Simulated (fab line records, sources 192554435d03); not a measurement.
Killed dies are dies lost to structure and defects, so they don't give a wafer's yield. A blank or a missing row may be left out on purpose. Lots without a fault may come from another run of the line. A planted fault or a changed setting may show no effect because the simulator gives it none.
Problem report in the 8D (eight disciplines) form, filled by code | flow n5_finfet | the parts of the form that need people (team, actions taken, sign-off) are left out
Where a reading is given only as a bound, like >300, the bound stands for it, and a mean or a difference that rests on one is marked > or <: the true number lies beyond.

1. THE PROBLEM
raw_defect_count at N5_PASSIVATION_INSPECT_61 reads a mean of >300 on 6 wafers of 2 lots; wafers without a fault read 2.0 with a standard deviation of 1.4. That is +99 or more standard deviations from the usual mean.
The step: inspects for defects (macro).
First seen on wafer L966.1, day 13 18:18, on defect_inspect-01. The record holds 32 wafers of 12 lots with a number at this step. Rule for "out", or "out of limits": more than 4 standard deviations from the usual mean. The other wafers with a number count as sound.

2. WHAT IT IS AND WHAT IT IS NOT
question                    | is                                   | is not
which readings at this step | raw_defect_count                     | -
which lots                  | L964, L966                           | L957, L958, L960, L962, L971, L973, L975, L976, L977, L979
which wafers of those lots  | all that have a number               | -
read on which gauges        | defect_inspect-01, defect_inspect-02 | -
when                        | from day 13 18:18                    | up to then (11 sound wafers); but 15 sound wafers of L971, L973, L975, L976, L977, L979 came after

3. SUSPECTS, AND WHAT RULES EACH OUT
Counting: a tool at a process step up to the reading stays a suspect if it ran every lot that is out and no sound lot after the first of them.
- the gauge at N5_PASSIVATION_INSPECT_61: ruled out. The wafers that are out were read on 2 gauges (defect_inspect-01, defect_inspect-02).
- rie_metal-01 at N5_MIM_BOT_ETCH_ETCH_03 (etches the open film in Cl2/BCl3, target depth 12 nm): ruled out as a lasting fault. Sound lots L976 ran on it after its first lot that is out, L966 (day 13 15:10).
- wet_bench-01 at N5_MIM_BOT_ETCH_CLEAN_05 (cleans in IPA, time 180 s): ruled out as a lasting fault. Sound lots L977, L979 ran on it after its first lot that is out, L966 (day 13 15:47).
Left after counting: nothing in the record.

4. THE CAUSE (what the simulator had put in)
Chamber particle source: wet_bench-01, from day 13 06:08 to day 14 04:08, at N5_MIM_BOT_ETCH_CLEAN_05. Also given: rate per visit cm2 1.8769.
Counting ruled it out, wrongly: the rule takes a fault to strike every lot that its tool runs from its start on, and this one did not.

5. THE CHAIN OF EFFECTS, in route order
Each row: a reading whose mean over the struck wafers that have a number lies more than 3 standard deviations from the usual. Only readings for which the record gives a usual standard deviation are gone through. hours: the time from each lot's start at the first step in this table that gives one to its start at this step, as a median over the lots. sigmas: the change in usual standard deviations.
hours | step                      | reading              | usual  | on struck wafers | change | sigmas
0     | N5_PASSIVATION_INSPECT_61 | raw_defect_count     | 2.0    | >300             | >+298  | +99 or more
6     | N5_PASSIVATION_PROBE_49   | defect_limited_yield | 90.9 % | 82.9             | -8.0   | -5.0
6     | N5_PASSIVATION_PROBE_49   | killed_at_other      | 4      | 119              | +115   | +36
6     | N5_PASSIVATION_PROBE_49   | killed_dies          | 107    | 202              | +95    | +5.3
6     | N5_PASSIVATION_PROBE_49   | sort_bin_5_function  | 5.3 %  | 10.0             | +4.7   | +4.7
6     | N5_PASSIVATION_PROBE_49   | sort_n_pass          | 1073   | 978              | -95    | -5.0
6     | N5_PASSIVATION_PROBE_49   | sort_yield_pct       | 90.9 % | 82.9             | -8.0   | -5.0
The process steps in it:
- N5_PASSIVATION_PROBE_49

6. WHAT WOULD HAVE CAUGHT IT SOONER
In this record the first reading out of limits at a measuring or inspecting step was taken at day 13 18:18, 12 hours after the fault began at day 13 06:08.
